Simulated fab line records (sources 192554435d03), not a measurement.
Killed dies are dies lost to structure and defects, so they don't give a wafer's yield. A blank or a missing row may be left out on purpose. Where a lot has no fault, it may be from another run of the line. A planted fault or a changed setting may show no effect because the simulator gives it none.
A lot that was struck, set against a sound lot | flow n5Finfet | 39 out of 1938 route steps
Sound: these wafers, L613.2, L613.3, L613.4. Wafers struck: L605.2, L605.3, L605.4. At the end, the cause is stated.
Per side, at each step with rows, come the tool, then ch with its chambers, and then its first start. Under that, the readings that differ: sound wafers | struck wafers | difference of the means | sigmas: that difference in standard deviations of wafers without a fault.
alike: readings with means less than 2 such deviations apart, plus words and numbers identical on both sides. not compared: withheld readings, readings lacking a value on some wafer, bounds such as >300 that could conceal the same value, and numbers that have no deviation in the record and whose values overlap.
Wherever a step has rows on one side only, a row that says differs or no value, or a row with sigmas, the two part there. Numbers that don't overlap but have no deviation are shown without sigmas and don't part them. A reading that every wafer of one side lacks parts them only if that side has two wafers or more.

first, 10 steps without rows for these wafers: N5_FIN_CUT_STRIP_22 (strips in N2/H2); N5_FIN_CUT_PRECLEAN_36 (cleans in O3/DIW, time 60 s); N5_FIN_CUT_SRD_32 (time 30 s); N5_FIN_CUT_UV_OZONE_34 (time 120 s); N5_STI_FIN_REVEAL_ALD_00 (deposits SiO2, target thk 1 nm, pulse time 1 s); N5_STI_FIN_REVEAL_ALD_14 (deposits Si3N4, target thk 3 nm); N5_STI_FIN_REVEAL_FCVD_FILL_01 (material SiO2 flowable, target thk 312 nm, time 512.2 s); N5_STI_FIN_REVEAL_DENSIFY_02 (time 1800 s); N5_STI_FIN_REVEAL_CMP_04 (polishes, stops on Si3N4, t overpolish 4 s, target thk 131.83 nm); N5_STI_FIN_REVEAL_DENSIFY_30.
N5_STI_FIN_REVEAL_ETCHBACK_08: etches SiO2 in C4F6/O2, target depth 30.5 nm, time 10.167 s.
  sound on rieDiel-01 ch 0,1,2, day 7 22:29; struck on rieDiel-04 ch 1,2,3, day 5 22:07
  alike: drypumpMotorCurrentA, oesProductAu, rfVppV, showerheadPlenumPTorr, throttleValvePct
  not compared: rfHoursCounterH
then, 16 steps without rows for these wafers: N5_STI_FIN_REVEAL_STRIP_24 (strips in N2/H2, time 90 s); N5_STI_FIN_REVEAL_PRECLEAN_25 (cleans in SPM, time 90 s); N5_STI_FIN_REVEAL_PRECLEAN_26 (cleans in SC1, time 45 s); N5_STI_FIN_REVEAL_PRECLEAN_29 (cleans in DHF, time 30 s); N5_STI_FIN_REVEAL_SRD_12 (time 30 s); N5_STI_FIN_REVEAL_RECESS_09 (chemistry HF/NH3, target SiO2, afs cycles 11, target depth 42.5 nm, sublimation time 60 s); N5_STI_FIN_REVEAL_STRIP_16 (strips SiNx in H3PO4, target depth 23.8 nm); N5_STI_FIN_REVEAL_PRECLEAN_17 (cleans in NF3:NH3, afs cycles 1, time 20 s, sublimation time 60 s); N5_STI_FIN_REVEAL_ETCH_34 (etches Si in H2, material Si, target depth 0.97 nm); N5_STI_FIN_REVEAL_OXIDATION_31 (chemistry O2 PLASMA REMOTE, time 20 s); N5_STI_FIN_REVEAL_PRECLEAN_32 (cleans in NF3:NH3, afs cycles 1, time 20 s, sublimation time 60 s); N5_STI_FIN_REVEAL_STRIP_35 (strips Si3N4 in H3PO4, target depth 4 nm, time 39 s); N5_STI_FIN_REVEAL_SRD_21 (time 30 s); N5_STI_FIN_REVEAL_OXIDATION_33 (chemistry O2 PLASMA REMOTE, time 20 s); N5_STI_FIN_REVEAL_CLEAN_19 (cleans in O3/DIW, time 120 s); N5_STI_FIN_REVEAL_SRD_23 (time 30 s).
N5_STI_FIN_REVEAL_FIN_H_MEAS_10:
  sound on ocd-02, day 8 01:27; struck on ocd-01, day 6 01:05
reading            | sound          | struck         | difference | sigmas
trenchDepthNm (nm) | 52.2 51.6 51.9 | 43.2 44.2 43.5 | -8.3       | -11
then, 9 steps without rows for these wafers: N5_STI_FIN_REVEAL_PRECLEAN_18 (cleans in SC2, time 45 s); N5_STI_FIN_REVEAL_SRD_28 (time 30 s); N5_DUMMY_GATE_PRECLEAN_00 (cleans in O3/DIW, time 60 s); N5_DUMMY_GATE_SRD_01 (time 30 s); N5_DUMMY_GATE_ALD_02 (deposits SiO2, target thk 2 nm, pulse time 1 s); N5_DUMMY_GATE_CVD_03 (deposits a-Si from SiH4, target thk 150 nm, time 8042 s); N5_DUMMY_GATE_PRECLEAN_46 (cleans in DIW, time 89.5 s); N5_DUMMY_GATE_SRD_47 (dry time 32 s); N5_DUMMY_GATE_CMP_04 (polishes a-Si).
-- a jump in the record: the struck wafers' starts before and after are 10 days apart (it breaks off in module DUMMY_GATE and resumes in module BEOL_M4, where the first step shown is number 1111 of the route) --
N5_BEOL_M4_RC_MEAS_101:
  sound on prober-02 ch 0, day 17 05:15; struck on prober-01 ch 0, day 15 13:53
reading            | sound             | struck            | difference | sigmas
DIBL_N (mV/V)      | 33.0 36.0 35.5    | 81.7 86.5 65.3    | +43.0      | +21
DIBL_P (mV/V)      | 31.6 36.1 35.9    | 84.5 64.2 87.0    | +44.0      | +19
IOFF_N (nA/um)     | 0.11 0.16 0.17    | 11.96 11.67 3.84  | +9.01      | +99 or more
IOFF_N_85C (nA/um) | 2.3 3.0 3.2       | 115.9 113.5 44.3  | +88.4      | +99 or more
IOFF_N_LIN (nA/um) | 0.055 0.071 0.077 | 0.301 0.256 0.160 | +0.171     | +12
IOFF_P (nA/um)     | 0.16 0.22 0.21    | 21.52 7.01 21.96  | +16.63     | +99 or more
IOFF_P_85C (nA/um) | 2.9 3.8 3.8       | 174.3 68.3 178.9  | +137.0     | +99 or more
IOFF_P_LIN (nA/um) | 0.084 0.103 0.105 | 0.531 0.299 0.535 | +0.358     | +26
ION_N (uA/um)      | 654 661 680       | 595 593 581       | -75        | -6
ION_P (uA/um)      | 450 457 470       | 408 403 410       | -52        | -6
SS_N (mV/dec)      | 70.5 71.9 71.7    | 126.0 133.0 108.8 | +51.2      | +75
SS_P (mV/dec)      | 72.0 74.1 72.5    | 134.9 115.2 139.7 | +57.1      | +80
  alike: REXT_P, VT_N, VT_P
-- here the record skips 5 days between the struck wafers' starts before and after, leaving off in module BEOL_M4 and picking up in module PASSIVATION (first step shown: number 1936 of the route) --
N5_PASSIVATION_PROBE_49:
  only the struck wafers here have rows in the record (prober-02, day 20 06:11); the sound ones have none

## WHERE THEY PART
First at N5_STI_FIN_REVEAL_FIN_H_MEAS_10; last, within this record, at N5_PASSIVATION_PROBE_49.

WHY: whatever the simulator had introduced
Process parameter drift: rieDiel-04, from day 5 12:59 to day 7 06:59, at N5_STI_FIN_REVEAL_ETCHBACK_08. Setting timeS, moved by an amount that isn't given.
